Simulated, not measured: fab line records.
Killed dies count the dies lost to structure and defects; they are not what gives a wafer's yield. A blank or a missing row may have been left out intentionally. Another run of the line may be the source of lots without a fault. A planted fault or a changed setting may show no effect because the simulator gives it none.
Chamber matching / flow nandHarc / 4 sister chambers for NHARC_A_CHANNEL_FILL_D2_ALD_02 on aldHk-03
The step deposits SiO2, target thk 6 nm, pulse time 10 s, ald cycles 60. 8 wafers are shown with their chamber, then 10 later ones without.

## WAFERS, EACH WITH ITS CHAMBER
wafer=L078.5; chamber=2; heaterPowerW (W)=545; precursorPulseHeightRel=1.014
wafer=L079.1; chamber=1; heaterPowerW (W)=411; precursorPulseHeightRel=1.002
wafer=L079.2; chamber=3; heaterPowerW (W)=452; precursorPulseHeightRel=1.007
wafer=L079.4; chamber=2; heaterPowerW (W)=528; precursorPulseHeightRel=1.004
wafer=L080.3; chamber=1; heaterPowerW (W)=419; precursorPulseHeightRel=1.023
wafer=L080.6; chamber=0; heaterPowerW (W)=458; precursorPulseHeightRel=0.991
wafer=L083.2; chamber=3; heaterPowerW (W)=467; precursorPulseHeightRel=1.017
wafer=L083.3; chamber=0; heaterPowerW (W)=454; precursorPulseHeightRel=1.007

## WAFERS WITH NO CHAMBER GIVEN
wafer=L083.6; heaterPowerW (W)=553; precursorPulseHeightRel=0.964
wafer=L087.2; heaterPowerW (W)=520; precursorPulseHeightRel=1.002
wafer=L087.3; heaterPowerW (W)=439; precursorPulseHeightRel=1.002
wafer=L087.4; heaterPowerW (W)=464; precursorPulseHeightRel=1.040
wafer=L094.1; heaterPowerW (W)=502; precursorPulseHeightRel=0.999
wafer=L094.5; heaterPowerW (W)=521; precursorPulseHeightRel=1.002
wafer=L094.6; heaterPowerW (W)=460; precursorPulseHeightRel=0.981
wafer=L094.2; heaterPowerW (W)=456; precursorPulseHeightRel=0.983
wafer=L094.3; heaterPowerW (W)=441; precursorPulseHeightRel=0.975
wafer=L094.4; heaterPowerW (W)=431; precursorPulseHeightRel=0.990

## EACH ONE'S CHAMBER
wafer=L083.6; from the rows above=2; in truth=2
wafer=L087.2; from the rows above=2; in truth=2
wafer=L087.3; from the rows above=can't be placed: 0 or 3 or 1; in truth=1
wafer=L087.4; from the rows above=can't be placed: 3 or 0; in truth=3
wafer=L094.1; from the rows above=can't be placed: 2 or 3 or 0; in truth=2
wafer=L094.5; from the rows above=2; in truth=2
wafer=L094.6; from the rows above=can't be placed: 0 or 3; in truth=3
wafer=L094.2; from the rows above=can't be placed: 0 or 3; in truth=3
wafer=L094.3; from the rows above=can't be placed: 0 or 3 or 1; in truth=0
wafer=L094.4; from the rows above=can't be placed: 1 or 0 or 3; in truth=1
3 of 10 placed correctly. Unplaceable from these rows: 7, with the true chamber sitting among the candidates in 7. Number placed wrongly: 0.
How it was worked out, from the rows above alone: a wafer's distance from a chamber is the root of the sum, over the readings, of the square of ((its reading less the chamber's mean) divided by the reading's scatter). If the next closest chamber is less than 2 further off than the closest, the wafer can't be placed; otherwise it belongs to the closest. The mean given for a chamber averages the wafers shown for that chamber. The scatter is the square root of a quotient: the sum, over the shown wafers, of each reading's squared deviation from its chamber's mean, divided by wafers minus chambers.
